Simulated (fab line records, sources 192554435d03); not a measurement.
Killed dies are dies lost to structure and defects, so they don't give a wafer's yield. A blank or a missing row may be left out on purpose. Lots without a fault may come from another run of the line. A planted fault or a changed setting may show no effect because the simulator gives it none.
Chamber matching | flow n5_finfet | N5_SD_EPI_P_ETCH_37 on rie_diel-04: 4 sister chambers
The step etches SOC in N2/H2, overetch 108 nm, time 486 s. 22 wafers are shown with their chamber, then 11 later ones without.

WAFERS WITH THEIR CHAMBER
wafer  | chamber | showerhead_plenum_p_Torr (Torr) | throttle_valve_pct (%) | drypump_motor_current_A (A)
L076.3 | 1       | 2.62                            | 23.35                  | 6.2
L076.4 | 2       | 2.62                            | 23.90                  | 6.1
L076.5 | 1       | 2.62                            | 23.35                  | 6.2
L077.4 | 3       | 2.35                            | 23.33                  | 5.6
L077.5 | 2       | 2.62                            | 23.90                  | 6.1
L077.6 | 1       | 2.62                            | 23.38                  | 6.2
L078.2 | 3       | 2.35                            | 23.37                  | 5.7
L078.4 | 0       | 2.43                            | 23.35                  | 5.5
L078.5 | 0       | 2.43                            | 23.35                  | 5.5
L082.1 | 1       | 2.62                            | 23.40                  | 6.2
L082.4 | 0       | 2.42                            | 23.35                  | 5.5
L082.6 | 2       | 2.61                            | 23.93                  | 6.0
L084.1 | 2       | 2.61                            | 23.93                  | 6.0
L084.4 | 3       | 2.35                            | 23.36                  | 5.7
L084.6 | 0       | 2.42                            | 23.37                  | 5.4
L085.1 | 1       | 2.61                            | 23.42                  | 6.2
L085.2 | 0       | 2.42                            | 23.36                  | 5.4
L085.3 | 2       | 2.61                            | 23.92                  | 6.0
L086.3 | 2       | 2.61                            | 23.94                  | 6.1
L086.4 | 3       | 2.35                            | 23.36                  | 5.6
L086.6 | 1       | 2.61                            | 23.41                  | 6.2
L088.3 | 1       | 2.61                            | 23.41                  | 6.2

SIGNATURES (means of the wafers above)
reading                  | chamber 0 | chamber 1 | chamber 2 | chamber 3 | scatter within a chamber
showerhead_plenum_p_Torr | 2.4240    | 2.6157    | 2.6133    | 2.3500    | 0.00486
throttle_valve_pct       | 23.3560   | 23.3886   | 23.9200   | 23.3550   | 0.0207
drypump_motor_current_A  | 5.460     | 6.200     | 6.050     | 5.650     | 0.0453
Rule: a wafer's distance from a chamber is the root of the sum, over the readings, of the square of ((its reading less the chamber's mean) divided by the reading's scatter). The wafer belongs to the nearest chamber; if the next one is less than 2 further off, it can't be placed. The scatter: the root of (the sum of the squares of (reading less its chamber's mean) over the shown wafers, divided by (wafers less chambers)).

WAFERS WITHOUT THEIR CHAMBER
wafer  | showerhead_plenum_p_Torr (Torr) | throttle_valve_pct (%) | drypump_motor_current_A (A)
L088.4 | 2.34                            | 23.36                  | 5.6
L088.5 | 2.61                            | 23.94                  | 6.1
L091.1 | 2.42                            | 23.37                  | 5.4
L091.5 | 2.60                            | 23.95                  | 6.1
L091.6 | 2.61                            | 23.41                  | 6.2
L092.1 | 2.61                            | 23.40                  | 6.2
L092.3 | 2.42                            | 23.37                  | 5.5
L092.4 | 2.60                            | 23.96                  | 6.1
L094.2 | 2.41                            | 23.38                  | 5.5
L094.3 | 2.60                            | 23.95                  | 6.1
L094.5 | 2.41                            | 23.38                  | 5.4

WHICH CHAMBER EACH WENT THROUGH
wafer  | from the rows above | in truth
L088.4 | 3                   | 3
L088.5 | 2                   | 2
L091.1 | 0                   | 0
L091.5 | 2                   | 2
L091.6 | 1                   | 1
L092.1 | 1                   | 1
L092.3 | 0                   | 0
L092.4 | 2                   | 2
L094.2 | 0                   | 0
L094.3 | 2                   | 2
L094.5 | 0                   | 0
Placed correctly: 11 of 11. Can't be placed from these rows: 0. Placed wrongly: 0.
